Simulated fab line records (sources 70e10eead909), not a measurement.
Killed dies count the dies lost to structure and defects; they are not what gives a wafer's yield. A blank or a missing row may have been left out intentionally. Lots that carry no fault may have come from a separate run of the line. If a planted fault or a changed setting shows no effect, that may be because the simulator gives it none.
Which tool is to blame? | flow nand harc | Sampling: 12 lots, 36 wafers, 6 of 1302 route steps

## WHAT EACH GAUGE READ, for each wafer
NHARC_A_BONDPAD_OVL_MEAS_35. Usual: overlay x nm -1 nm, standard deviation 4.6; overlay y nm 0 nm, standard deviation 6.4.
lot  | measured     | on         | overlay x nm (nm) | overlay y nm (nm) | flag
L271 | day 23 09:13 | overlay-02 | -4 -3 -4          | 1 1 1             |
L273 | day 23 16:56 | overlay-02 | 3 3 3             | -3 -4 -4          |
L272 | day 23 20:16 | overlay-02 | -3 -4 -3          | 9 8 9             |
L274 | day 24 03:03 | overlay-02 | -6 -6 -6          | -3 -3 -3          |
L276 | day 24 14:29 | overlay-02 | 0 1 0             | 0 0 0             |
L275 | day 25 03:44 | overlay-02 | -5 -6 -5          | -9 -10 -10        |
L277 | day 25 09:44 | overlay-01 | 2 2 2             | 5 5 6             |
L278 | day 25 10:41 | overlay-02 | -4 -4 -4          | 1 1 1             |
L280 | day 27 09:59 | overlay-01 | 9 10 9            | 10 11 11          |
L283 | day 28 12:27 | overlay-01 | -3 -2 -3          | -1 0 -1           |
L288 | day 30 13:29 | overlay-01 | 11 11 11          | -11 -11 -12       |
L290 | day 32 12:54 | overlay-02 | -6 -6 -6          | -2 -2 -2          |

NHARC_A_BONDPAD_INSPECT_23. Usual: raw defect count reads 531 (standard deviation 120).
lot  | measured     | on                | raw defect count | flag
L271 | day 23 12:06 | defect inspect-02 | 447 468 500      |
L273 | day 23 19:37 | defect inspect-01 | 482 575 586      |
L272 | day 23 23:00 | defect inspect-02 | 648 565 595      |
L274 | day 24 05:47 | defect inspect-02 | 650 488 416      |
L276 | day 24 17:14 | defect inspect-02 | 620 714 657      |
L275 | day 25 06:27 | defect inspect-01 | 568 448 762      |
L277 | day 25 12:34 | defect inspect-02 | 409 416 692      |
L278 | day 25 13:26 | defect inspect-02 | 552 800 575      |
L280 | day 27 12:48 | defect inspect-01 | 476 387 398      |
L283 | day 28 15:37 | defect inspect-02 | 686 483 420      |
L288 | day 30 16:12 | defect inspect-01 | 492 441 505      |
L290 | day 32 15:34 | defect inspect-01 | 515 669 456      |

NHARC_THIN_TSV_INSPECT_40. Usual: raw defect count reads 526 (standard deviation 78).
lot  | measured     | on                | raw defect count | flag
L271 | day 24 12:00 | defect inspect-02 | 567 585 545      |
L273 | day 24 20:25 | defect inspect-02 | 483 588 533      |
L272 | day 24 20:25 | defect inspect-01 | 634 622 563      |
L274 | day 25 07:05 | defect inspect-02 | 560 523 577      |
L276 | day 25 19:38 | defect inspect-01 | 552 547 623      |
L275 | day 26 09:14 | defect inspect-02 | 473 540 599      |
L277 | day 26 14:26 | defect inspect-02 | 485 384 388      |
L278 | day 26 14:26 | defect inspect-01 | 419 451 386      |
L280 | day 28 12:57 | defect inspect-02 | 517 479 555      |
L283 | day 29 14:09 | defect inspect-01 | 569 560 497      |
L288 | day 31 16:41 | defect inspect-01 | 516 1628 458     | OFF
L290 | day 33 20:07 | defect inspect-01 | 467 497 502      |

NHARC_END_SORT_01. Usual: defect limited yield 92.0 %, standard deviation 2.6; killed at array 50, standard deviation 17; killed at other 0.7, standard deviation 1; killed at periphery 3.4, standard deviation 2.4; killed dies 54, standard deviation 17; killed open 3.3, standard deviation 1.7; killed short 2.5, standard deviation 1.6; sort_bin_2_pct 2.8 %, standard deviation 1.1; sort_bin_3_pct 0.5 %, standard deviation 0.33; sort_bin_4_pct 4.6 %, standard deviation 1.5; sort n pass 623, standard deviation 17; sort rim yield pct 92 %, standard deviation 3.8; sort yield pct 92.0 %, standard deviation 2.6.
lot  | measured     | on        | defect limited yield (%) | killed at array | killed at other | killed at periphery | killed dies | killed open | killed short | sort_bin_2_pct (%) | sort_bin_3_pct (%) | sort_bin_4_pct (%) | sort n pass | sort rim yield pct (%) | sort yield pct (%) | flag
L288 | day 31 20:35 | prober-01 | 90.4 76.5 95.3           | 63 59 29        | 0 98 0          | 2 2 3               | 65 159 32   | 4 5 2       | 6 4 3        | 3.4 9.2 2.4        | 0.9 6.1 0.4        | 5.3 8.3 1.9        | 612 518 645 | 93 97 92               | 90.4 76.5 95.3     | OFF

## WHAT TOOL EACH LOT RAN ON (gives the tool, then ch and the chambers of the sampled wafers, and finally the start)
lot  | NHARC_THIN_TSV_STRIP_62              | NHARC_THIN_TSV_STRIP_57
L271 | plasma asher-01 ch 0,1, day 24 02:53 | wet bench-10 ch 1,5,7, day 24 07:02
L273 | plasma asher-01 ch 0,1, day 24 10:46 | wet bench-10 ch 0,1,2, day 24 15:04
L272 | plasma asher-02 ch 0,1, day 24 12:05 | wet bench-08 ch 4,6,7, day 24 16:22
L274 | plasma asher-01 ch 0,1, day 24 20:32 | wet bench-10 ch 0,3,7, day 25 00:51
L276 | plasma asher-02 ch 0,1, day 25 08:19 | wet bench-10 ch 0,1,7, day 25 12:29
L275 | plasma asher-01 ch 0, day 25 21:33   | wet bench-10 ch 0,4,5, day 26 01:43
L277 | plasma asher-01 ch 0, day 26 05:19   | wet bench-10 ch 3,6,7, day 26 09:28
L278 | plasma asher-01 ch 0, day 26 06:35   | wet bench-08 ch 5,6,7, day 26 10:55
L280 | plasma asher-01 ch 1, day 28 03:34   | wet bench-10 ch 0,1,6, day 28 07:52
L283 | plasma asher-01 ch 0,1, day 29 06:00 | wet bench-10 ch 2,3,4, day 29 10:23
L288 | plasma asher-02 ch 0,1, day 31 06:49 | wet bench-10 ch 2,3,5, day 31 11:05
L290 | plasma asher-01 ch 0,1, day 33 09:32 | wet bench-08 ch 0,5,7, day 33 14:25
- NHARC_THIN_TSV_STRIP_62: strips in N2/H2, time 20 s.
- NHARC_THIN_TSV_STRIP_57: strips in post etch residue remover, time 1200 s.

## AS READ BY THE TOOLS THEMSELVES (means over the sampled wafers that have a number; for cases with no such wafer, the mark the record gives instead)
NHARC_THIN_TSV_STRIP_62. Usual: drypump motor current A 5.58 A, standard deviation 0.13; heater power w 349 W, standard deviation 33; rf refl power W 19 W, standard deviation 3.3.
lot  | tool            | drypump motor current A (A) | heater power w (W) | rf refl power W (W) | flag
L271 | plasma asher-01 | 5.47                        | 320                | -                   | OFF
L273 | plasma asher-01 | 5.53                        | 329                | 21                  |
L272 | plasma asher-02 | 5.69                        | 401                | -                   | OFF
L274 | plasma asher-01 | 5.47                        | 321                | 20                  |
L276 | plasma asher-02 | 5.70                        | 394                | 14                  |
L275 | plasma asher-01 | 5.43                        | 315                | 20                  |
L277 | plasma asher-01 | 5.43                        | 315                | 20                  |
L278 | plasma asher-01 | 5.42                        | 313                | 19                  |
L280 | plasma asher-01 | 5.55                        | 328                | 22                  |
L283 | plasma asher-01 | 5.47                        | 323                | 20                  |
L288 | plasma asher-02 | 5.72                        | 390                | -                   | OFF
L290 | plasma asher-01 | 5.48                        | 329                | 21                  |

## THE ANSWER, worked out from the rows above alone
Rule: lot off if the mean of its wafers having a number is beyond 3 standard deviations from the usual mean. A lot without any number at a reading at which 4 lots or more have one is off too. The other lots that the step has rows for count as sound. The gauges are gone through in route order, then the tools' own readings, and for those a lot's mean is taken as printed above. At the first step where some lot is off, the reading lying furthest off is the one used; lots without a number count as furthest.
Off at NHARC_THIN_TSV_INSPECT_40 (raw defect count): L288.
If a tool, at a process step before that reading, ran all the lots that are off and no sound lot after the first of them, it fits. The gauges at NHARC_THIN_TSV_INSPECT_40 aren't tried: what is off there is off at NHARC_END_SORT_01 too, on other tools, and a gauge's error can't cause that. Can't be told from this: 2 tools fit, plasma asher-02 at NHARC_THIN_TSV_STRIP_62, wet bench-10 at NHARC_THIN_TSV_STRIP_57.

## WHAT WAS PUT IN BY THE SIMULATOR
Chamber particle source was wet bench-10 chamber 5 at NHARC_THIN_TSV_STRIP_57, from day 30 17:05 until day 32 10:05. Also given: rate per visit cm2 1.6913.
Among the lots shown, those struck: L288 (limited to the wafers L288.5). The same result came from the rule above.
